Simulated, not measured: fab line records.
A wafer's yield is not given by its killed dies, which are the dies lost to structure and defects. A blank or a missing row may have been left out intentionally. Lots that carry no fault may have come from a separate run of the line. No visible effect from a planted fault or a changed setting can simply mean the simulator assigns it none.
Struck lot and sound lot, side by side :: flow nand_harc :: 35 out of 1302 route steps
Sound: the wafers L544.4, L544.5, L544.6. Struck: wafer L552.3. The cause comes at the end.
Order at every step that has rows: each side's tool, ch and its chambers, its first start. Under that, the readings that differ: sound wafers :: struck wafers :: difference of the means :: sigmas: that difference in standard deviations of wafers without a fault.
alike: a reading whose means differ by less than 2 such deviations, as well as words and numbers matching on both sides. not compared: withheld readings; readings where some wafer has no value; bounds like >300 that might hide an equal value; numbers whose values overlap and for which the record gives no deviation.
A row with sigmas, a row that says differs or no value, or rows on one side alone: a step with any of these is where the two part. Numbers that have no deviation but don't overlap get no sigmas and don't part them. A reading that every wafer of one side lacks parts them only if that side has two wafers or more.

first, 6 steps without rows for these wafers: NHARC_A_CHANNEL_HOLE_D1_COAT_04 (resist thk 90 nm); NHARC_A_CHANNEL_HOLE_D1_SOFTBAKE_05 (time 55 s); NHARC_A_CHANNEL_HOLE_D1_EBR_06; NHARC_A_CHANNEL_HOLE_D1_EXPOSE_07 (exposes mask HOLE D1, target cd 100 nm); NHARC_A_CHANNEL_HOLE_D1_PEB_08 (peb time 65 s); NHARC_A_CHANNEL_HOLE_D1_DEVELOP_09 (develop time 35 s).
NHARC_A_CHANNEL_HOLE_D1_CD_MEAS_10: target cd 100 nm.
  sound on cd_sem-03 ch 0, day 9 21:10; struck on cd_sem-01 ch 0, day 13 03:38
reading: cd_nm (nm)
sound: 99.5 99.1 99.0
struck: 100.6
difference: +1.4
sigmas: +3
NHARC_A_CHANNEL_HOLE_D1_OVL_MEAS_11:
  sound on overlay-02, day 9 21:14; struck on overlay-02, day 13 03:43
  alike: overlay_x_nm, overlay_y_nm
NHARC_A_CHANNEL_HOLE_D1_INSPECT_12:
  sound on defect_inspect-01, day 9 21:17; struck on defect_inspect-02, day 13 03:45
  alike: raw_defect_count
then, 3 steps without rows for these wafers: NHARC_A_CHANNEL_HOLE_D1_DESCUM_15 (chemistry O2, time 3 s); NHARC_A_CHANNEL_HOLE_D1_ETCH_38 (etches the open film in CF4, target depth 39 nm, time 65 s); NHARC_A_CHANNEL_HOLE_D1_ETCH_39 (etches the open film in N2/H2, target depth 260 nm, time 325 s).
NHARC_A_CHANNEL_HOLE_D1_ETCH_34: etches the open film in CF4/CHF3, target depth 154 nm, time 77 s.
  sound on rie_diel-09 ch 0,1, day 9 21:46; struck on rie_diel-08 ch 0, day 13 04:15
  alike: drypump_motor_current_A, oes_product_au, rf_vpp_V, showerhead_plenum_p_Torr, throttle_valve_pct
  not compared: rf_hours_counter_h
NHARC_A_CHANNEL_HOLE_D1_ETCH_16: etches the open film in O2/COS, target depth 3100 nm, time 806 s.
  sound: rie_diel-09 ch 1,2,3; struck: rie_diel-08 ch 2
  alike: drypump_motor_current_A, oes_product_au, rf_vpp_V, showerhead_plenum_p_Torr, throttle_valve_pct
  not compared: rf_hours_counter_h
NHARC_A_CHANNEL_HOLE_D1_CD_MEAS_18:
  sound on cd_sem-02, day 9 22:27; struck on cd_sem-02, day 13 04:55
  alike: cd_nm
then, 3 steps without rows for these wafers: NHARC_A_CHANNEL_HOLE_D1_ETCH_19 (etches the open film in C4F8/O2/Ar, time 34.5 s); NHARC_A_CHANNEL_HOLE_D1_ETCH_20 (etches the open film in C4F8/O2/Ar, time 361.9 s, target depth 1600 nm); NHARC_A_CHANNEL_HOLE_D1_ETCH_21 (etches the open film in C4F8/O2/Ar, time 514.3 s, target depth 1600 nm).
NHARC_A_CHANNEL_HOLE_D1_ETCH_22: etches the open film in C4F8/O2/Ar, time 666.7 s, target depth 1600 nm.
  sound on har_etch-01 ch 0,1, day 10 02:05; struck on har_etch-01 ch 0, day 13 06:27
  alike: drypump_motor_current_A, showerhead_plenum_p_Torr, temp_c, throttle_valve_pct
  not compared: rf_hours_counter_h
then, 2 steps without rows for these wafers: NHARC_A_CHANNEL_HOLE_D1_ETCH_23 (etches the open film in C4F8/O2/Ar, time 819 s, target depth 1600 nm); NHARC_A_CHANNEL_HOLE_D1_ETCH_24 (etches the open film in C4F8/O2/Ar, time 906.2 s, target depth 1500 nm).
NHARC_A_CHANNEL_HOLE_D1_ETCH_25: etches the open film in C4F8/O2/Ar, time 1040.2 s, target depth 1500 nm.
  sound on har_etch-01 ch 0,1, day 10 04:14; struck on har_etch-01 ch 0, day 13 08:35
  alike: drypump_motor_current_A, showerhead_plenum_p_Torr, temp_c, throttle_valve_pct
  not compared: rf_hours_counter_h
then, 1 step without rows for these wafers: NHARC_A_CHANNEL_HOLE_D1_ETCH_26 (etches the open film in C4F8/O2/Ar, time 224.1 s, target depth 300 nm).
NHARC_A_CHANNEL_HOLE_D1_ETCH_33: etches the open film in C4F8/O2/Ar, time 90 s, target depth 400 nm.
  sound on har_etch-01 ch 0,1, day 10 05:05; struck on har_etch-01 ch 0, day 13 09:25
  alike: drypump_motor_current_A, showerhead_plenum_p_Torr, temp_c, throttle_valve_pct
  not compared: rf_hours_counter_h
then, 7 steps without rows for these wafers: NHARC_A_CHANNEL_HOLE_D1_STRIP_41 (strips in N2/H2); NHARC_A_CHANNEL_HOLE_D1_STRIP_42 (strips in CF4/CHF3); NHARC_A_CHANNEL_HOLE_D1_STRIP_43 (strips in O2/COS); NHARC_A_CHANNEL_HOLE_D1_ETCH_44 (etches the open film in CF4/O2, target depth 140 nm, overetch 14 nm, time 77 s); NHARC_A_CHANNEL_HOLE_D1_STRIP_27 (strips in O2); NHARC_A_CHANNEL_HOLE_D1_PRECLEAN_28 (cleans in SC1); NHARC_A_CHANNEL_HOLE_D1_SRD_29.
NHARC_A_CHANNEL_HOLE_D1_CD_MEAS_30:
  sound on cd_sem-03, day 10 06:48; struck on cd_sem-02, day 13 10:55
reading: cd_nm (nm)
sound: 87.0 90.2 87.9
struck: 91.2
difference: +2.8
sigmas: +2
NHARC_A_CHANNEL_HOLE_D1_XSEM_31:
  sound on xsem-01 ch 0, day 10 06:53; struck on xsem-02 ch 0, day 13 11:01
reading: bot_cd_nm (nm)
sound: 70.9 73.6 71.5
struck: 75.4
difference: +3.4
sigmas: +2

reading: bow_nm (nm)
sound: 8.04 8.08 8.05
struck: 8.68
difference: +0.62
sigmas: +2
  alike: tilt_deg
NHARC_A_CHANNEL_HOLE_D1_INSPECT_40:
  sound on defect_inspect-01, day 10 06:59; struck on defect_inspect-01, day 13 11:16
reading: raw_defect_count
sound: 35 37 60
struck: 392
difference: +348
sigmas: +15
  not compared: hold
-- record jumps: 18 days between struck wafers' starts before vs after; left off in module A_CHANNEL_HOLE_D1, resumes in module END, first step shown is number 1302 of the route --
NHARC_END_SORT_01:
  only the struck wafers appear in the record here, on prober-02 ch 0 at day 31 03:32; the sound ones have no rows

== WHERE THEY PART ==
First at NHARC_A_CHANNEL_HOLE_D1_CD_MEAS_10; last, within this record, at NHARC_END_SORT_01.

WHY: what the simulator had put in
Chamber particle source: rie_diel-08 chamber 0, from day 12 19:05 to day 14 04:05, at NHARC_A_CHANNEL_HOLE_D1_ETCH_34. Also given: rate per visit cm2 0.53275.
